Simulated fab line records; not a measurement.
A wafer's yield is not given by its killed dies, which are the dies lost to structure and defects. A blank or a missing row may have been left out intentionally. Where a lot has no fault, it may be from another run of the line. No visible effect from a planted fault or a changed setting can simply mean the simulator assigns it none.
What tool caused it?	flow n5-finfet	72 wafers from 24 lots sampled at 6 of the route's 1938 steps

== WHAT EACH GAUGE READ, for each wafer ==
N5_BEOL_M1_THK_MEAS_53: measures by xrf.
lot	measured	on	M1_THK (nm)
L074	day 6 08:43	film-metro-01	41.8 41.0 42.2
L075	day 7 00:01	film-metro-01	39.6 40.4 37.9
L076	day 7 00:17	film-metro-01	36.7 35.4 39.1
L077	day 7 06:19	film-metro-02	39.3 41.5 40.8
L078	day 7 12:45	film-metro-02	40.5 38.4 42.1
L079	day 7 17:16	film-metro-02	41.6 39.1 39.1
L080	day 7 22:29	film-metro-01	38.0 40.0 41.6
L081	day 8 04:38	film-metro-02	40.0 40.9 42.0
L082	day 8 07:23	film-metro-02	40.0 38.8 38.4
L083	day 8 14:16	film-metro-02	40.7 41.0 41.7
L084	day 8 20:12	film-metro-02	39.8 40.9 39.0
L085	day 9 08:02	film-metro-01	36.6 38.6 38.4
L086	day 9 12:06	film-metro-02	41.0 40.1 39.2
L087	day 9 15:14	film-metro-01	39.8 40.4 41.4
L088	day 9 23:37	film-metro-02	38.8 43.3 42.0
L089	day 10 03:28	film-metro-01	39.8 41.5 40.3
L090	day 10 12:26	film-metro-01	38.5 40.2 41.4
L091	day 10 14:59	film-metro-01	39.3 40.6 39.9
L092	day 10 19:25	film-metro-02	40.1 42.5 43.8
L093	day 11 01:25	film-metro-02	40.2 40.7 36.9
L094	day 11 14:36	film-metro-01	38.4 42.6 40.6
L095	day 11 15:34	film-metro-01	40.6 38.9 42.5
L097	day 12 02:14	film-metro-01	40.8 40.2 39.9
L096	day 12 02:37	film-metro-02	38.4 43.2 42.8

N5_BEOL_M2_CD_MEAS_28: target cd 26.2 nm, target cd y 24.1 nm.
lot	measured	on	cd-nm (nm)
L074	day 6 10:40	cd-sem-01	26.50 26.43 26.70
L075	day 7 02:20	cd-sem-02	26.52 26.02 26.65
L076	day 7 02:31	cd-sem-01	26.48 26.07 26.30
L077	day 7 09:15	cd-sem-01	26.25 25.85 26.55
L078	day 7 16:52	cd-sem-02	26.29 26.41 26.30
L079	day 7 19:17	cd-sem-02	26.15 26.95 26.60
L080	day 8 00:35	cd-sem-03	26.39 26.38 25.95
L081	day 8 10:08	cd-sem-03	26.23 26.55 25.75
L082	day 8 10:26	cd-sem-01	25.86 26.20 25.90
L083	day 8 17:19	cd-sem-01	26.21 26.03 26.13
L084	day 8 22:38	cd-sem-03	25.95 25.97 26.07
L085	day 9 10:50	cd-sem-01	25.82 26.25 26.52
L086	day 9 14:50	cd-sem-03	26.44 26.39 26.50
L087	day 9 17:50	cd-sem-02	26.41 26.15 26.03
L088	day 10 01:44	cd-sem-02	26.52 26.54 26.87
L089	day 10 06:28	cd-sem-03	26.55 25.95 26.45
L090	day 10 16:34	cd-sem-01	26.13 26.62 26.39
L091	day 10 17:34	cd-sem-02	26.52 26.27 25.70
L092	day 10 23:26	cd-sem-03	26.27 26.54 25.97
L093	day 11 03:42	cd-sem-01	26.46 26.59 26.45
L094	day 11 17:00	cd-sem-02	26.14 26.37 26.23
L095	day 11 18:00	cd-sem-03	26.06 26.27 26.14
L097	day 12 06:47	cd-sem-02	26.21 26.16 26.07
L096	day 12 06:50	cd-sem-01	26.16 26.12 26.20

== WHICH TOOL RAN EACH LOT (tool, then ch and the chambers of the sampled wafers, then the start) ==
lot	N5_BEOL_M1_SPUTTER_79	N5_BEOL_M1_CO_CAP_55	N5_BEOL_M2_DESCUM_16	N5_BEOL_M2_STRIP_66
L074	pvd-sputter-03, day 6 06:23	cvd-co-02 ch 1,2, day 6 08:48	rie-diel-04 ch 0,2,3, day 6 09:47	rie-diel-04 ch 0,2,3, day 6 10:00
L075	pvd-sputter-01, day 6 21:41	cvd-co-02 ch 1,2, day 7 00:05	rie-diel-04 ch 0,1,2, day 7 01:34	rie-diel-04 ch 0,1,2, day 7 01:47
L076	pvd-sputter-03, day 6 21:55	cvd-co-02 ch 0,2, day 7 00:22	rie-diel-01 ch 0,1,3, day 7 01:36	rie-diel-01 ch 0,1,3, day 7 01:49
L077	pvd-sputter-01, day 7 04:00	cvd-co-02 ch 1,2, day 7 06:24	rie-diel-03 ch 0,2,3, day 7 08:29	rie-diel-03 ch 0,2,3, day 7 08:43
L078	pvd-sputter-03, day 7 10:24	cvd-co-02 ch 0,2, day 7 12:49	rie-diel-01 ch 2,3, day 7 16:07	rie-diel-01 ch 2,3, day 7 16:20
L079	pvd-sputter-02, day 7 14:56	cvd-co-02 ch 0,1, day 7 17:22	rie-diel-03 ch 1,2,3, day 7 18:25	rie-diel-03 ch 1,2,3, day 7 18:37
L080	pvd-sputter-01, day 7 20:03	cvd-co-01 ch 1,2, day 7 22:33	rie-diel-01 ch 0,1,2, day 7 23:49	rie-diel-01 ch 0,1,2, day 8 00:01
L081	pvd-sputter-01, day 8 02:17	cvd-co-02 ch 1,2, day 8 04:51	rie-diel-03 ch 1,3, day 8 09:15	rie-diel-03 ch 1,3, day 8 09:28
L082	pvd-sputter-03, day 8 05:03	cvd-co-02 ch 1,2, day 8 07:29	rie-diel-03 ch 1,2, day 8 09:31	rie-diel-03 ch 1,2, day 8 09:44
L083	pvd-sputter-01, day 8 11:56	cvd-co-02 ch 0,1, day 8 14:21	rie-diel-01 ch 0,1,2, day 8 16:14	rie-diel-01 ch 0,1,2, day 8 16:27
L084	pvd-sputter-01, day 8 17:52	cvd-co-01 ch 0,1, day 8 20:16	rie-diel-03 ch 0,2, day 8 21:43	rie-diel-03 ch 0,2, day 8 21:55
L085	pvd-sputter-02, day 9 05:43	cvd-co-01 ch 0,1, day 9 08:07	rie-diel-03 ch 0,2,3, day 9 10:04	rie-diel-03 ch 0,2,3, day 9 10:17
L086	pvd-sputter-02, day 9 09:46	cvd-co-02 ch 0,2, day 9 12:11	rie-diel-03 ch 1,2,3, day 9 14:04	rie-diel-03 ch 1,2,3, day 9 14:17
L087	pvd-sputter-03, day 9 12:54	cvd-co-01 ch 1,2, day 9 15:19	rie-diel-03 ch 0,2, day 9 16:52	rie-diel-03 ch 0,2, day 9 17:05
L088	pvd-sputter-01, day 9 21:17	cvd-co-02 ch 0,1,2, day 9 23:41	rie-diel-03 ch 1,2,3, day 10 00:59	rie-diel-03 ch 1,2,3, day 10 01:12
L089	pvd-sputter-02, day 10 01:02	cvd-co-02 ch 0,2, day 10 03:32	rie-diel-01 ch 0,2,3, day 10 05:33	rie-diel-01 ch 0,2,3, day 10 05:46
L090	pvd-sputter-03, day 10 10:06	cvd-co-01 ch 0,1,2, day 10 12:55	rie-diel-03 ch 0,1, day 10 15:40	rie-diel-03 ch 0,1, day 10 15:52
L091	pvd-sputter-03, day 10 12:39	cvd-co-02 ch 0,1,2, day 10 15:03	rie-diel-03 ch 0,2,3, day 10 16:41	rie-diel-03 ch 0,2,3, day 10 16:53
L092	pvd-sputter-02, day 10 16:29	cvd-co-01 ch 0,1, day 10 19:30	rie-diel-01 ch 0,1,3, day 10 22:19	rie-diel-01 ch 0,1,3, day 10 22:32
L093	pvd-sputter-01, day 10 23:05	cvd-co-02 ch 0,2, day 11 01:30	rie-diel-03 ch 1,2, day 11 02:49	rie-diel-03 ch 1,2, day 11 03:02
L094	pvd-sputter-03, day 11 12:15	cvd-co-01 ch 0,1,2, day 11 14:40	rie-diel-01 ch 0,2,3, day 11 16:05	rie-diel-01 ch 0,2,3, day 11 16:18
L095	pvd-sputter-02, day 11 13:14	cvd-co-01 ch 0,2, day 11 15:57	rie-diel-04 ch 1,2,3, day 11 17:10	rie-diel-04 ch 1,2,3, day 11 17:22
L097	pvd-sputter-03, day 11 23:54	cvd-co-02 ch 0,2, day 12 02:18	rie-diel-01 ch 1,2,3, day 12 05:53	rie-diel-01 ch 1,2,3, day 12 06:05
L096	pvd-sputter-02, day 12 00:17	cvd-co-02 ch 0,1, day 12 02:41	rie-diel-03 ch 0,3, day 12 05:59	rie-diel-03 ch 0,3, day 12 06:11
- N5_BEOL_M1_SPUTTER_79: material Cu, target thk 4.5 nm, time 8.29 s.
- N5_BEOL_M1_CO_CAP_55: material Co, precursor CCTBA/H2, target thk 2 nm, time 102.1 s.
- N5_BEOL_M2_DESCUM_16: chemistry O2, time 7 s.
- N5_BEOL_M2_STRIP_66: strips in CF4.

== WHAT THE TOOLS THEMSELVES READ (means of the sampled wafers that have a number; where no wafer has one, the mark that the record gives instead) ==
N5_BEOL_M1_SPUTTER_79.
lot	tool	throttle-valve-pct (%)
L074	pvd-sputter-03	29.0
L075	pvd-sputter-01	29.2
L076	pvd-sputter-03	29.2
L077	pvd-sputter-01	29.6
L078	pvd-sputter-03	30.4
L079	pvd-sputter-02	30.4
L080	pvd-sputter-01	30.3
L081	pvd-sputter-01	29.3
L082	pvd-sputter-03	30.0
L083	pvd-sputter-01	30.2
L084	pvd-sputter-01	30.5
L085	pvd-sputter-02	30.3
L086	pvd-sputter-02	29.9
L087	pvd-sputter-03	29.7
L088	pvd-sputter-01	29.7
L089	pvd-sputter-02	29.4
L090	pvd-sputter-03	29.1
L091	pvd-sputter-03	30.0
L092	pvd-sputter-02	29.1
L093	pvd-sputter-01	30.3
L094	pvd-sputter-03	29.3
L095	pvd-sputter-02	29.3
L097	pvd-sputter-03	29.3
L096	pvd-sputter-02	29.8

N5_BEOL_M1_CO_CAP_55.
lot	tool	heater-power-w (W)
L074	cvd-co-02	232
L075	cvd-co-02	232
L076	cvd-co-02	246
L077	cvd-co-02	222
L078	cvd-co-02	247
L079	cvd-co-02	226
L080	cvd-co-01	225
L081	cvd-co-02	232
L082	cvd-co-02	234
L083	cvd-co-02	239
L084	cvd-co-01	222
L085	cvd-co-01	226
L086	cvd-co-02	245
L087	cvd-co-01	230
L088	cvd-co-02	234
L089	cvd-co-02	246
L090	cvd-co-01	227
L091	cvd-co-02	237
L092	cvd-co-01	220
L093	cvd-co-02	247
L094	cvd-co-01	221
L095	cvd-co-01	215
L097	cvd-co-02	249
L096	cvd-co-02	238

N5_BEOL_M2_DESCUM_16.
lot	tool	drypump-motor-current-A (A)	oes-product-au (a.u.)	rf-vpp-V (V)	showerhead-plenum-p-Torr (Torr)	throttle-valve-pct (%)
L074	rie-diel-04	5.2	0.82	243.8	2.13	20.23
L075	rie-diel-04	5.5	0.88	244.0	2.15	20.20
L076	rie-diel-01	6.0	0.77	243.0	2.10	20.37
L077	rie-diel-03	5.9	0.74	243.9	2.10	20.56
L078	rie-diel-01	5.5	0.82	245.2	2.17	20.29
L079	rie-diel-03	5.6	0.79	242.9	2.12	20.34
L080	rie-diel-01	5.7	0.85	243.8	2.13	20.43
L081	rie-diel-03	5.3	0.83	244.4	2.18	20.26
L082	rie-diel-03	5.5	0.84	243.1	2.14	20.15
L083	rie-diel-01	5.8	0.83	243.6	2.13	20.44
L084	rie-diel-03	6.1	0.75	242.3	2.05	20.48
L085	rie-diel-03	6.0	0.72	242.4	2.09	20.60
L086	rie-diel-03	5.6	0.77	243.6	2.11	20.37
L087	rie-diel-03	6.2	0.73	244.6	2.11	20.63
L088	rie-diel-03	5.6	0.78	243.8	2.11	20.37
L089	rie-diel-01	5.7	0.81	244.6	2.16	20.39
L090	rie-diel-03	5.9	0.75	244.3	2.17	20.54
L091	rie-diel-03	5.9	0.71	244.0	2.09	20.62
L092	rie-diel-01	6.0	0.74	243.1	2.09	20.43
L093	rie-diel-03	5.4	0.81	244.6	2.13	20.20
L094	rie-diel-01	5.8	0.80	244.3	2.16	20.42
L095	rie-diel-04	5.3	0.81	242.7	2.07	20.26
L097	rie-diel-01	5.5	0.75	244.0	2.11	20.43
L096	rie-diel-03	6.1	0.67	244.0	2.14	20.78

N5_BEOL_M2_STRIP_66.
lot	tool	drypump-motor-current-A (A)	oes-product-au (a.u.)	rf-vpp-V (V)	showerhead-plenum-p-Torr (Torr)	throttle-valve-pct (%)
L074	rie-diel-04	5.2	0.80	273.2	1.84	13.51
L075	rie-diel-04	5.5	0.87	272.2	1.85	13.37
L076	rie-diel-01	6.0	0.76	271.1	1.80	13.49
L077	rie-diel-03	6.0	0.73	271.2	1.82	13.86
L078	rie-diel-01	5.5	0.81	273.2	1.88	13.59
L079	rie-diel-03	5.6	0.77	271.7	1.84	13.70
L080	rie-diel-01	5.8	0.84	271.8	1.82	13.48
L081	rie-diel-03	5.3	0.80	272.6	1.91	13.67
L082	rie-diel-03	5.5	0.83	272.4	1.85	13.46
L083	rie-diel-01	5.7	0.82	271.4	1.82	13.50
L084	rie-diel-03	6.1	0.74	271.2	1.77	13.68
L085	rie-diel-03	6.0	0.71	271.4	1.82	13.90
L086	rie-diel-03	5.6	0.75	271.2	1.84	13.75
L087	rie-diel-03	6.2	0.72	271.7	1.81	13.82
L088	rie-diel-03	5.6	0.75	270.8	1.83	13.75
L089	rie-diel-01	5.8	0.80	272.6	1.86	13.55
L090	rie-diel-03	5.9	0.74	273.5	1.87	13.79
L091	rie-diel-03	6.0	0.70	271.5	1.81	13.95
L092	rie-diel-01	6.0	0.73	270.9	1.79	13.58
L093	rie-diel-03	5.4	0.79	271.6	1.84	13.54
L094	rie-diel-01	5.7	0.78	272.7	1.86	13.58
L095	rie-diel-04	5.3	0.79	269.8	1.78	13.46
L097	rie-diel-01	5.5	0.75	272.1	1.82	13.70
L096	rie-diel-03	6.1	0.67	272.2	1.86	14.09

== THE ANSWER, worked out from the rows above alone ==
Rule: what is usual is taken from the lots themselves. Put in order of their means at a reading, lots are off if they are a third of the lots or fewer, leave a main group of 4 or more, and stand apart from it by a gap of 3 or more times the standard deviation of the main group's means; of several such gaps the widest counts. The tables above print the reading to a certain number of digits; a main group whose means all agree to those digits is not used. A lot without any number at a reading at which 4 lots or more have one is off too. All remaining lots with rows at the step are treated as sound. The gauges are gone through in route order, then the tools' own readings, and for those a lot's mean is taken as printed above. The first step at which some lot is off is used, and at that step the reading that is off furthest; a lot without a number counts as furthest.
No lot is off on any of the readings shown, so nothing can be concluded from this.

== WHAT THE SIMULATOR HAD INSERTED ==
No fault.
